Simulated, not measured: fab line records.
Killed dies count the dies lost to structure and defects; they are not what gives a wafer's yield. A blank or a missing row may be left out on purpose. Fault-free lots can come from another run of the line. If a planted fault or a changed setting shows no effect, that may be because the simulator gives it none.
A struck lot beside a sound one | flow n5Finfet | 14 steps out of a route of 1938
Sound: the wafers L486.1, L486.4, L486.5. Struck: wafers L489.1, L489.4 (left out: L489.5, a lot-mate that was not struck); the cause follows at the end.
Per side, at each step with rows, come the tool, then ch with its chambers, and then its first start. Under that, the readings that differ: sound wafers | struck wafers | difference of the means | sigmas: that difference in standard deviations of wafers without a fault.
alike: a reading whose means differ by less than 2 such deviations, as well as words and numbers matching on both sides. not compared: withheld readings; readings where some wafer has no value; bounds like >300 that might hide an equal value; numbers whose values overlap and for which the record gives no deviation.
A row with sigmas, a row that says differs or no value, or rows on one side alone: a step with any of these is where the two part. Numbers that have no deviation but don't overlap get no sigmas and don't part them. Lack of a reading on every wafer of one side parts them only where that side has two or more wafers.

N5_BEOL_M8_TRENCH_ETCH_37: etches SiCOH lowk in C4F6/O2, target depth 93.478 nm, time 31.2 s.
  sound: rieDiel-03 ch 2,3; struck: rieDiel-05 ch 0,2
  alike: drypumpMotorCurrentA, oes_o_777_au, oesProductAu, rfVppV, showerheadPlenumPTorr, throttleValvePct
  not compared: rfHoursCounterH
N5_BEOL_M8_ETCH_41: etches SiCN in CH3F/O2, target depth 31.9 nm, time 57.8 s.
  sound: rieDiel-03 ch 2,3; struck: rieDiel-05 ch 0,2
  alike: drypumpMotorCurrentA, oesProductAu, rfVppV, showerheadPlenumPTorr, throttleValvePct
  not compared: rfHoursCounterH
N5_BEOL_M8_STRIP_80: strips in N2/H2, time 10 s.
  sound: rieDiel-03 ch 2,3; struck: rieDiel-05 ch 0,2
  alike: drypumpMotorCurrentA, oesProductAu, rfVppV, showerheadPlenumPTorr, throttleValvePct
  not compared: rfHoursCounterH
N5_BEOL_M8_OCD_MEAS_38:
  struck on ocd-01, day 10 22:10; sound on ocd-02, day 10 02:38
  alike: trenchDepthNm
then, 4 steps without rows for these wafers: N5_BEOL_M8_HM_STRIP_39 (strips TiN in peroxide tin strip, target depth 25 nm, time 158 s); N5_BEOL_M8_SRD_40 (time 30 s); N5_BEOL_M8_PRECLEAN_42 (cleans in residue remover, time 60 s); N5_BEOL_M8_SRD_43 (time 30 s).
N5_BEOL_M8_CD_MEAS_35 targets a cd of 40 nm.
  struck on cdSem-03, day 10 22:19; sound on cdSem-03, day 10 02:53
  alike: cdNm
then, 1 step without rows for these wafers: N5_BEOL_M8_CURE_75 (cures SiCOH lowk, time 120 s).
N5_BEOL_M8_DEGAS_44: time 60 s.
  struck on pvdSputter-03, day 10 22:55; sound on pvdSputter-03, day 10 03:43
  alike: heaterPowerW
N5_BEOL_M8_PRE_CLEAN_45: time 30 s.
  struck on pvdSputter-03, day 10 22:57; sound on pvdSputter-03, day 10 03:45
  alike: heaterPowerW
N5_BEOL_M8_ALD_77: deposits TaN, target thk 2 nm, pulse time 2 s, purge time 3 s.
  sound on aldMetal-04 ch 0,1, day 10 03:49; struck on aldMetal-04 ch 1,2, day 10 23:01
reading                                | sound    | struck  | difference | sigmas
aldCycles                              | 40 40 40 | 49 49   | +9         | 
model.TaN_of_BEOL_M8_ALD_77.thkNm (nm) | 2 2 2    | 2.4 2.4 | +0.4       | 
  alike: heaterPowerW
next, for these wafers, 1 step has no rows: N5_BEOL_M8_SURFACE_TREAT_79.

== WHERE THEY PART ==
Nowhere in this record.

WHY: what had been put in by the simulator
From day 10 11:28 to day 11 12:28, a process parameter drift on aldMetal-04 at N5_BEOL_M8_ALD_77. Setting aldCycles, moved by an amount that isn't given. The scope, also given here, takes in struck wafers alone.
